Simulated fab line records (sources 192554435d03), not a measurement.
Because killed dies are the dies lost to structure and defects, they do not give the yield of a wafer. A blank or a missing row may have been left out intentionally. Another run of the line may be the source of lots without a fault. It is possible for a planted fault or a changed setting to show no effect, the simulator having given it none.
Chamber matching + flow n5_finfet + 4 sister chambers for N5_BEOL_M0_SAQP_SPACER1_ALD_98 on ald_sin-04
The step deposits SiO2, target thk 12.8 nm, pulse time 1 s, purge time 2 s. 8 wafers are shown with their chamber, then 8 later ones without.

WAFERS PAIRED WITH THEIR CHAMBERS
| wafer  | chamber | heater_power_w (W) | precursor_pulse_height_rel |
|--------|---------|--------------------|----------------------------|
| L075.6 | 3       | 461                | 0.989                      |
| L076.3 | 3       | 466                | 1.027                      |
| L080.1 | 1       | 503                | 1.016                      |
| L080.6 | 2       | 466                | 1.000                      |
| L085.4 | 2       | 466                | 0.952                      |
| L085.5 | 1       | 532                | 0.993                      |
| L085.6 | 0       | 472                | 0.985                      |
| L090.1 | 0       | 470                | 1.035                      |

WAFERS WHOSE CHAMBER IS MISSING
| wafer  | heater_power_w (W) | precursor_pulse_height_rel |
|--------|--------------------|----------------------------|
| L090.4 | 523                | 0.999                      |
| L090.6 | 466                | 0.967                      |
| L093.1 | 447                | 0.960                      |
| L093.2 | 476                | 0.984                      |
| L093.4 | 472                | 0.972                      |
| L095.2 | 472                | 0.977                      |
| L095.5 | 473                | 0.983                      |
| L095.6 | 470                | 0.990                      |

WHICH CHAMBER EACH WENT THROUGH
| wafer  | from the rows above          | in truth |
|--------|------------------------------|----------|
| L090.4 | 1                            | 1        |
| L090.6 | can't be placed: 2 or 3 or 0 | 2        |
| L093.1 | can't be placed: 2 or 3 or 0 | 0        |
| L093.2 | can't be placed: 2 or 0 or 3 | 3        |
| L093.4 | can't be placed: 2 or 0 or 3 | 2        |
| L095.2 | can't be placed: 2 or 0 or 3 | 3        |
| L095.5 | can't be placed: 2 or 0 or 3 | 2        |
| L095.6 | can't be placed: 2 or 0 or 3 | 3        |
Correctly placed: 1 of 8. From these rows, 7 cannot be placed; in 7 the true chamber is one of the candidates. Number placed wrongly: 0.
How it was worked out, from the rows above alone: a wafer's distance from a chamber is the root of the sum, over the readings, of the square of ((its reading less the chamber's mean) divided by the reading's scatter). If the next closest chamber is less than 2 further off than the closest, the wafer can't be placed; otherwise it belongs to the closest. For every chamber, the mean is computed from those of its wafers that are shown. How the scatter is found: for the shown wafers, subtract from each reading the mean of its chamber, square and add these, divide the total by (wafers less chambers), then take the root.
